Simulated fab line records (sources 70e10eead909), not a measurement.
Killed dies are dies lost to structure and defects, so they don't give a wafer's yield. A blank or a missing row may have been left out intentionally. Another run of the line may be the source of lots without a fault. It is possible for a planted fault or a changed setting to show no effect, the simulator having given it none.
A single fault, viewed from 2 desks + flow nandHarc + only its own numbers are on each desk; what lay behind them is given at the end

== THE TOOL OWNER'S DESK: pecvdOnon-02 ==
The tool's own readings at NHARC_A_ONON_D2_DEP_16 (target thk 1000 nm): means of the sampled wafers that have a number, for each lot that ran on this tool. Marked OUT: a lot whose mean sits more than 4 standard deviations from the usual mean, which makes it out of limits; the brackets give that distance.
Columns: A = n2oFlowSccm at NHARC_A_ONON_D2_DEP_16, usual 1999 sccm; B = susceptorTempC at NHARC_A_ONON_D2_DEP_16, usual 400.00 C
| lot  | first seen here | A    | B      |
|------|-----------------|------|--------|
| L282 | day 13 02:00    | 2004 | 400.16 |
| L285 | day 14 02:58    | 2002 | 400.01 |
| L288 | day 14 23:26    | 1995 | 399.80 |
| L289 | day 15 14:28    | 1998 | 399.96 |
| L298 | day 19 08:35    | 1992 | 400.12 |
| L301 | day 20 14:38    | 2002 | 400.19 |
| L302 | day 21 03:19    | 1989 | 399.94 |
This desk's finding: nothing out of limits on any of the 7 lots.

== FROM THE METROLOGY DESK ==
Lot by lot, what the gauges showed, no matter which tool ran the lot: averages of those sampled wafers that carry a number. Marked OUT: a lot whose mean sits more than 4 standard deviations from the usual mean, which makes it out of limits; the brackets give that distance.
Columns: A = thkNm at NHARC_A_DECK1_JOINT_THK_MEAS_14, usual 50.9 nm; B = thkNm at NHARC_A_ONON_D2_THK_MEAS_18, usual 998 nm
| lot  | first seen here | A    | B              |
|------|-----------------|------|----------------|
| L282 | day 11 08:16    | 51.7 | 1002           |
| L283 | day 11 18:22    | 51.2 | 998            |
| L284 | day 12 11:11    | 50.7 | 992            |
| L285 | day 12 11:11    | 50.9 | 978            |
| L287 | day 13 09:07    | 50.1 | 1012           |
| L288 | day 13 09:08    | 52.8 | 1002           |
| L289 | day 14 02:14    | 51.5 | 998            |
| L290 | day 14 15:22    | 50.4 | 1012           |
| L298 | day 18 00:23    | 50.3 | 1531 (+58) OUT |
| L300 | day 18 23:44    | 51.5 | 987            |
| L301 | day 19 05:16    | 52.6 | 1551 (+60) OUT |
| L302 | day 19 17:44    | 51.5 | 1534 (+58) OUT |
| L303 | day 19 21:27    | 50.0 | 1005           |
This desk's verdict: out of limits on L298, L301, L302, starting with L298 at day 19 09:06 (thkNm at NHARC_A_ONON_D2_THK_MEAS_18). Within limits: L282, L283, L284, L285, L287, L288, L289, L290, L300, L303.

== ALL TOGETHER ==
At day 19 09:06 the metrology desk could have sounded an alarm, on L298, L301, L302.
The desk of the tool owner found nothing out of limits.
Tool owner's desk: L298, L301, L302 on record, inside its limits.
The lots listed all ran NHARC_A_ONON_D2_DEP_16 on pecvdOnon-02.

== WHAT THE SIMULATOR HAD INSERTED ==
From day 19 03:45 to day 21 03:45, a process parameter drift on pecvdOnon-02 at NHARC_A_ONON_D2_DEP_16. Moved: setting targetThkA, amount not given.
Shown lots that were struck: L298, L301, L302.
Delay in hours, fault start to first out-of-limits reading, per desk: metrology desk 5.
